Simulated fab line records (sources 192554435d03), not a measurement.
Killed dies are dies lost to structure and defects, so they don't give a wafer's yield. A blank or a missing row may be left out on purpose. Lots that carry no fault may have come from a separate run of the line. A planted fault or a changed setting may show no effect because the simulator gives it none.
Matching of chambers || flow n5 finfet || N5_MOL_CONTACT_COAG_CMP_23 on cmp-02 has 4 sister chambers
The step polishes, stops on SiO2, t overpolish 1.5 s, target thk 0 nm. 8 wafers are shown with their chamber, then 6 later ones without.

EACH WAFER AND ITS CHAMBER
{"wafer": "L076.4", "chamber": 3, "motor current A (A)": 8.2, "overpolish run s (s)": 1.493}
{"wafer": "L084.2", "chamber": 1, "motor current A (A)": 8.6, "overpolish run s (s)": 1.502}
{"wafer": "L084.3", "chamber": 3, "motor current A (A)": 8.3, "overpolish run s (s)": 1.498}
{"wafer": "L086.1", "chamber": 0, "motor current A (A)": 7.5, "overpolish run s (s)": 1.511}
{"wafer": "L086.3", "chamber": 2, "motor current A (A)": 6.5, "overpolish run s (s)": 1.491}
{"wafer": "L087.1", "chamber": 2, "motor current A (A)": 6.7, "overpolish run s (s)": 1.494}
{"wafer": "L092.1", "chamber": 0, "motor current A (A)": 7.3, "overpolish run s (s)": 1.502}
{"wafer": "L092.2", "chamber": 1, "motor current A (A)": 8.7, "overpolish run s (s)": 1.491}

WAFERS MISSING THEIR CHAMBER
{"wafer": "L092.3", "motor current A (A)": 6.6, "overpolish run s (s)": 1.488}
{"wafer": "L095.2", "motor current A (A)": 8.9, "overpolish run s (s)": 1.510}
{"wafer": "L095.3", "motor current A (A)": 7.4, "overpolish run s (s)": 1.497}
{"wafer": "L095.4", "motor current A (A)": 8.2, "overpolish run s (s)": 1.478}
{"wafer": "L096.2", "motor current A (A)": 7.4, "overpolish run s (s)": 1.497}
{"wafer": "L096.4", "motor current A (A)": 6.5, "overpolish run s (s)": 1.505}

WHICH CHAMBER EACH ONE RAN IN
{"wafer": "L092.3", "from the rows above": 2, "in truth": 2}
{"wafer": "L095.2", "from the rows above": 1, "in truth": 1}
{"wafer": "L095.3", "from the rows above": 0, "in truth": 0}
{"wafer": "L095.4", "from the rows above": 3, "in truth": 3}
{"wafer": "L096.2", "from the rows above": 0, "in truth": 0}
{"wafer": "L096.4", "from the rows above": 2, "in truth": 2}
Correct placement for 6 of the 6. Not placeable from these rows: 0. 0 placed wrongly.
How it was worked out, from the rows above alone: a wafer's distance from a chamber is the root of the sum, over the readings, of the square of ((its reading less the chamber's mean) divided by the reading's scatter). The wafer belongs to the nearest chamber; if the next one is less than 2 further off, it can't be placed. For every chamber, the mean is computed from those of its wafers that are shown. How the scatter is found: for the shown wafers, subtract from each reading the mean of its chamber, square and add these, divide the total by (wafers less chambers), then take the root.
